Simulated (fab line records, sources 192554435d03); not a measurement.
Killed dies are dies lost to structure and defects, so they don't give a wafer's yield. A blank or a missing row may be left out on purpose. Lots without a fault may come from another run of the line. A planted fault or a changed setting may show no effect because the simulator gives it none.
Chamber matching | flow n5_finfet | N5_BEOL_M5_PRE_CLEAN_77 on cvd_co-02: 3 sister chambers
The step time 15 s. 3 wafers are shown with their chamber, then 12 later ones without.

WAFERS WITH THEIR CHAMBER
wafer  | chamber | heater_power_w (W)
L078.5 | 2       | 75
L086.5 | 0       | 99
L086.6 | 1       | 151

WAFERS WITHOUT THEIR CHAMBER
wafer  | heater_power_w (W)
L091.1 | 97
L091.3 | 79
L091.6 | 100
L092.3 | 98
L092.5 | 151
L092.6 | 75
L094.1 | 96
L094.5 | 148
L094.6 | 78
L097.2 | 77
L097.3 | 99
L097.5 | 147

WHICH CHAMBER EACH WENT THROUGH
wafer  | from the rows above | in truth
L091.1 | 0                   | 0
L091.3 | 2                   | 2
L091.6 | 0                   | 0
L092.3 | 0                   | 0
L092.5 | 1                   | 1
L092.6 | 2                   | 2
L094.1 | 0                   | 0
L094.5 | 1                   | 1
L094.6 | 2                   | 2
L097.2 | 2                   | 2
L097.3 | 0                   | 0
L097.5 | 1                   | 1
Placed correctly: 12 of 12. Can't be placed from these rows: 0. Placed wrongly: 0.
How it was worked out, from the rows above alone: a wafer's distance from a chamber is the root of the sum, over the readings, of the square of ((its reading less the chamber's mean) divided by the reading's scatter). The wafer belongs to the nearest chamber; if the next one is less than 2 further off, it can't be placed. A chamber's mean is the mean of its shown wafers. The scatter: with one shown wafer a chamber, the root of the mean of the squares of how far each hidden wafer lies from its nearest shown one.
